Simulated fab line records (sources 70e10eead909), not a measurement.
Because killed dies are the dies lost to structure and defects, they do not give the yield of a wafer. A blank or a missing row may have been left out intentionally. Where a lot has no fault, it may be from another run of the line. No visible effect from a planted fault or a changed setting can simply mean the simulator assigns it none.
Chamber matching || flow nand-harc || NHARC_A_STAIRCASE_DEP_259 on pecvd-04 has 3 sister chambers
The step deposits SiON, target thk 30 nm. 14 wafers are shown with their chamber, then 7 later ones without.

WAFERS WITH THEIR CHAMBER
{"wafer": "L077.2", "chamber": 1, "heater-power-w (W)": 788, "susceptor-temp-C (C)": 400.22}
{"wafer": "L077.4", "chamber": 1, "heater-power-w (W)": 787, "susceptor-temp-C (C)": 399.83}
{"wafer": "L077.6", "chamber": 2, "heater-power-w (W)": 977, "susceptor-temp-C (C)": 400.05}
{"wafer": "L081.1", "chamber": 0, "heater-power-w (W)": 672, "susceptor-temp-C (C)": 400.12}
{"wafer": "L081.3", "chamber": 2, "heater-power-w (W)": 916, "susceptor-temp-C (C)": 400.19}
{"wafer": "L081.5", "chamber": 2, "heater-power-w (W)": 908, "susceptor-temp-C (C)": 400.38}
{"wafer": "L084.1", "chamber": 2, "heater-power-w (W)": 845, "susceptor-temp-C (C)": 399.96}
{"wafer": "L084.2", "chamber": 0, "heater-power-w (W)": 727, "susceptor-temp-C (C)": 400.18}
{"wafer": "L084.3", "chamber": 1, "heater-power-w (W)": 791, "susceptor-temp-C (C)": 399.76}
{"wafer": "L083.1", "chamber": 0, "heater-power-w (W)": 630, "susceptor-temp-C (C)": 400.34}
{"wafer": "L083.5", "chamber": 0, "heater-power-w (W)": 620, "susceptor-temp-C (C)": 400.03}
{"wafer": "L083.6", "chamber": 2, "heater-power-w (W)": 882, "susceptor-temp-C (C)": 400.28}
{"wafer": "L085.1", "chamber": 1, "heater-power-w (W)": 754, "susceptor-temp-C (C)": 400.20}
{"wafer": "L085.3", "chamber": 0, "heater-power-w (W)": 601, "susceptor-temp-C (C)": 400.12}

SIGNATURES (means of the wafers above)
{"reading": "heater-power-w", "chamber 0": 650.00, "chamber 1": 780.00, "chamber 2": 905.60, "scatter within a chamber": 43.1}
{"reading": "susceptor-temp-C", "chamber 0": 400.1580, "chamber 1": 400.0025, "chamber 2": 400.1720, "scatter within a chamber": 0.177}
Rule: a wafer lies at a distance from a chamber equal to the root of the sum of squares, over the readings, of (its reading less the chamber's mean, divided by the reading's scatter). If the next closest chamber is less than 2 further off than the closest, the wafer can't be placed; otherwise it belongs to the closest. The scatter: take each reading less its chamber's mean, square it, sum over the shown wafers, divide by the number of wafers less the number of chambers, and take the root.

WAFERS WHOSE CHAMBER IS MISSING
{"wafer": "L085.6", "heater-power-w (W)": 614, "susceptor-temp-C (C)": 399.83}
{"wafer": "L087.1", "heater-power-w (W)": 800, "susceptor-temp-C (C)": 399.69}
{"wafer": "L087.2", "heater-power-w (W)": 971, "susceptor-temp-C (C)": 399.97}
{"wafer": "L087.4", "heater-power-w (W)": 831, "susceptor-temp-C (C)": 400.13}
{"wafer": "L090.3", "heater-power-w (W)": 792, "susceptor-temp-C (C)": 400.02}
{"wafer": "L090.4", "heater-power-w (W)": 814, "susceptor-temp-C (C)": 399.76}
{"wafer": "L090.6", "heater-power-w (W)": 674, "susceptor-temp-C (C)": 400.11}

WHICH CHAMBER EACH ONE RAN IN
{"wafer": "L085.6", "from the rows above": "can't be placed: 0 or 1", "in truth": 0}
{"wafer": "L087.1", "from the rows above": "can't be placed: 1 or 2", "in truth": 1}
{"wafer": "L087.2", "from the rows above": 2, "in truth": 2}
{"wafer": "L087.4", "from the rows above": "can't be placed: 1 or 2", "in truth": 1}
{"wafer": "L090.3", "from the rows above": 1, "in truth": 1}
{"wafer": "L090.4", "from the rows above": "can't be placed: 1 or 2", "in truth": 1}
{"wafer": "L090.6", "from the rows above": "can't be placed: 0 or 1", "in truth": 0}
Correct placement for 2 of the 7. Can't be placed from these rows: 5 (the true chamber is among the candidates in 5). Placed wrongly: 0.
